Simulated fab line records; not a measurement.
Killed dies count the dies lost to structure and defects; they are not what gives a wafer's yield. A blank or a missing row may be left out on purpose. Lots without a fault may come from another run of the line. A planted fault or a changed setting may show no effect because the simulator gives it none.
Which tool did it? ; flow n5_finfet ; 32 wafers from 11 lots sampled at 2 of the route's 1938 steps

## WHAT THE GAUGES READ, wafer by wafer
N5_BEOL_M14_INSPECT_30: inspects for defects (macro).
lot;measured;on;raw_defect_count
L132;day 11 05:30;defect_inspect-02;1 1 0
L133;day 12 10:38;defect_inspect-02;1 1 1
L137;day 12 16:44;defect_inspect-02;2 3 0
L136;day 12 17:40;defect_inspect-02;2 2 5
L138;day 14 10:27;defect_inspect-01;4 2 4
L143;day 14 10:43;defect_inspect-02;1 2
L146;day 16 02:44;defect_inspect-01;2 3 4
L149;day 16 06:12;defect_inspect-01;4 0 2
L150;day 17 11:04;defect_inspect-01;2 2 5
L152;day 17 22:48;defect_inspect-01;3 5 1
L155;day 18 13:14;defect_inspect-02;0 4 4

N5_BEOL_M14_OCD_MEAS_35.
lot;measured;on;trench_depth_nm (nm)
L132;day 11 06:17;ocd-01;578 559 562
L133;day 12 11:17;ocd-02;556 520 523
L137;day 12 17:23;ocd-02;590 562 574
L136;day 12 18:29;ocd-02;562 538 564
L138;day 14 11:06;ocd-01;556 571 562
L143;day 14 11:29;ocd-02;559 548
L146;day 16 03:34;ocd-01;568 548 568
L149;day 16 06:55;ocd-01;575 534 544
L150;day 17 11:43;ocd-02;550 559 558
L152;day 17 23:26;ocd-02;573 545 573
L155;day 18 13:53;ocd-02;554 578 552

## TOOL THAT RAN EACH LOT (tool first, then ch and the chambers of the sampled wafers, then the start)
Before these readings, the record contains no process step.

## AS READ BY THE TOOLS THEMSELVES (means over the sampled wafers that have a number; for cases with no such wafer, the mark the record gives instead)
The record holds no such reading with a usual standard deviation.

## THE ANSWER, worked out from the rows above alone
Rule: the usual values come from the lots themselves. Put in order of their means at a reading, lots are off if they are a third of the lots or fewer, leave a main group of 4 or more, and stand apart from it by a gap of 3 or more times the standard deviation of the main group's means; of several such gaps the widest counts. A main group is skipped when, at the precision printed for the reading in the tables above, its means are all equal. A lot without any number at a reading at which 4 lots or more have one is off too. All remaining lots with rows at the step are treated as sound. First the gauges in route order, then the tools' own readings, where a lot's mean is used as printed above. At the first step where some lot is off, the reading lying furthest off is the one used; lots without a number count as furthest.
None of the lots is off at any reading shown; this tells nothing.

## WHAT WAS PUT IN BY THE SIMULATOR
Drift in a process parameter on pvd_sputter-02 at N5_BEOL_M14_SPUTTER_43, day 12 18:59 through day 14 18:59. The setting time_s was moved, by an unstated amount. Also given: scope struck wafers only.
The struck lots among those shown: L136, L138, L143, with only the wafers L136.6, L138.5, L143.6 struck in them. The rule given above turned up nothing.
